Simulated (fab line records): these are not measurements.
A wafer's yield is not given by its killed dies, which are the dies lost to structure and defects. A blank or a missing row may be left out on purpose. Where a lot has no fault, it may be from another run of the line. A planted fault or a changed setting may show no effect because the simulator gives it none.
Comparing a struck lot with a sound one	flow n5-finfet	16 out of 1938 route steps
Sound: these wafers, L943.1, L943.5, L943.6. Struck: wafer L954.1 (L954.3, L954.6, from the same lot, were not struck and are left out); the cause is given at the end.
At each step with rows: each side's tool, then ch and its chambers, then its first start. Under that, the readings that differ: sound wafers	struck wafers	difference of the means	sigmas: that difference in standard deviations of wafers without a fault.
alike: same words and numbers on both sides, and readings whose means sit less than 2 such deviations apart. not compared: any withheld reading, any reading some wafer has no value for, any bound like >300 that may hide the same value, and any number with overlapping values for which the record gives no deviation.
A row with sigmas, a row that says differs or no value, or rows on one side alone: a step with any of these is where the two part. Numbers that don't overlap but have no deviation are shown without sigmas and don't part them. Lack of a reading on every wafer of one side parts them only where that side has two or more wafers.

first, 4 steps without rows for these wafers: N5_BEOL_M3_SOFTBAKE_23 (time 60 s); N5_BEOL_M3_EXPOSE_25 (exposes mask V2, defocus 5 nm); N5_BEOL_M3_PEB_26 (peb time 60 s); N5_BEOL_M3_DEVELOP_27 (develop time 30 s).
N5_BEOL_M3_CD_MEAS_28: target cd 25.7 nm, target cd y 23.3 nm.
  sound on cd-sem-03 ch 0, day 9 17:18; struck on cd-sem-02 ch 0, day 12 13:59
  alike: cd-nm
N5_BEOL_M3_OVL_MEAS_29:
  sound on overlay-01 ch 0, day 9 17:20; struck on overlay-02 ch 0, day 12 14:01
  alike: V2_OVL
N5_BEOL_M3_INSPECT_30: inspects for defects (brightfield).
  struck on defect-inspect-01, day 12 14:04; sound on defect-inspect-02, day 9 17:23
  alike: raw-defect-count
N5_BEOL_M3_DESCUM_33: chemistry O2, time 7 s.
  sound on rie-diel-04 ch 2,3, day 9 17:25; struck on rie-diel-04 ch 2, day 12 14:06
reading	sound	struck	difference	sigmas
o2-flow-sccm (sccm)	224.9 225.5 225.7	223.7	-1.7	-2
  alike: chamber-pressure-mTorr, drypump-motor-current-A, oes-product-au, rf-vpp-V, showerhead-plenum-p-Torr, throttle-valve-pct
  not compared: rf-hours-counter-h
N5_BEOL_M3_ETCH_77: etches underlayer in N2/H2, target depth 6.5 nm, time 5.2 s.
  sound on rie-diel-04 ch 2,3, day 9 17:28; struck on rie-diel-04 ch 2, day 12 14:08
  alike: chamber-pressure-mTorr, drypump-motor-current-A, etch-rf-on-time-s, oes-product-au, rf-vpp-V, showerhead-plenum-p-Torr, throttle-valve-pct
  not compared: rf-hours-counter-h
N5_BEOL_M3_ETCH_69: etches SiARC in CF4, target depth 15.6 nm, time 26 s.
  sound on rie-diel-04 ch 2,3, day 9 17:28; struck on rie-diel-04 ch 2, day 12 14:09
  alike: chamber-pressure-mTorr, drypump-motor-current-A, etch-rf-on-time-s, oes-product-au, rf-vpp-V, showerhead-plenum-p-Torr, throttle-valve-pct
  not compared: rf-hours-counter-h
N5_BEOL_M3_ALD_98: deposits SiO2, target thk 2.5 nm, pulse time 1 s, co reactant pulse time 1 s.
  sound on ald-sin-03 ch 1,2, day 9 17:53; struck on ald-sin-03 ch 2, day 12 14:43
  alike: chamber-pressure-Torr, heater-power-w, precursor-pulse-height-rel
N5_BEOL_M3_ETCHBACK_99: etches SiO2 in CHF3, target depth 5 nm, time 10.4 s.
  sound on rie-diel-04 ch 1,2,3, day 10 08:04; struck on rie-diel-04 ch 2, day 13 03:38
  alike: chamber-pressure-mTorr, drypump-motor-current-A, oes-product-au, rf-vpp-V, showerhead-plenum-p-Torr, throttle-valve-pct
  not compared: rf-hours-counter-h
N5_BEOL_M3_ETCH_70: etches SOC in N2/H2, target depth 80 nm, overetch 16 nm, time 120 s.
  sound on rie-diel-04 ch 1,2,3, day 10 08:06; struck on rie-diel-04 ch 2, day 13 03:41
reading	sound	struck	difference	sigmas
oes-product-au (a.u.)	0.59 0.59 0.72	0.76	+0.13	+2
run-length-s (s)	142.6 142.8 143.0	131.9	-10.9	-24
model.SiARC_of_BEOL_M3_COAT_68.thk-nm (nm)	6.4 6.4 6.2	6.8	+0.5	
  alike: chamber-pressure-mTorr, drypump-motor-current-A, rf-vpp-V, showerhead-plenum-p-Torr, throttle-valve-pct
  not compared: rf-hours-counter-h
then, 1 step without rows for these wafers: N5_BEOL_M3_STRIP_71 (strips in N2/H2).
N5_BEOL_M4_RC_MEAS_101:
  sound on prober-02 ch 0, day 11 04:26; struck on prober-01 ch 0, day 13 23:19
reading	sound	struck	difference	sigmas
DIBL_N (mV/V)	38.1 38.3 37.9	33.9	-4.2	-3
IOFF_N (nA/um)	0.208 0.204 0.194	0.123	-0.079	-4
IOFF_P (nA/um)	0.28 0.29 0.27	0.16	-0.12	-4
ION_N (uA/um)	686 683 684	667	-17	-2
ION_P (uA/um)	478 475 472	461	-14	-2
VT_N (mV)	246.7 244.3 245.7	254.3	+8.7	+3
VT_P (mV)	-244 -242 -244	-254	-11	-3
  alike: DIBL_P, SS_N, SS_P
-- here the record skips 4 days between the struck wafers' starts before and after, leaving off in module BEOL_M4 and picking up in module PASSIVATION (first step shown: number 1936 of the route) --
N5_PASSIVATION_PROBE_49:
  struck on prober-02, day 18 07:47; sound on prober-01, day 15 12:13
reading	sound	struck	difference	sigmas
killed_at_M0_to_M3	21 9 25	45	+27	+2
  alike: defect-limited-yield, killed_at_M4_up, killed-at-contacts, killed-at-front-end, killed-at-other, killed-dies, killed-open, killed-short, sort_bin_5_function, sort_bin_6_memory, sort-n-pass, sort-yield-pct

## WHERE THEY PART
First at N5_BEOL_M3_DESCUM_33; last, within this record, at N5_PASSIVATION_PROBE_49.

WHY: whatever the simulator had introduced
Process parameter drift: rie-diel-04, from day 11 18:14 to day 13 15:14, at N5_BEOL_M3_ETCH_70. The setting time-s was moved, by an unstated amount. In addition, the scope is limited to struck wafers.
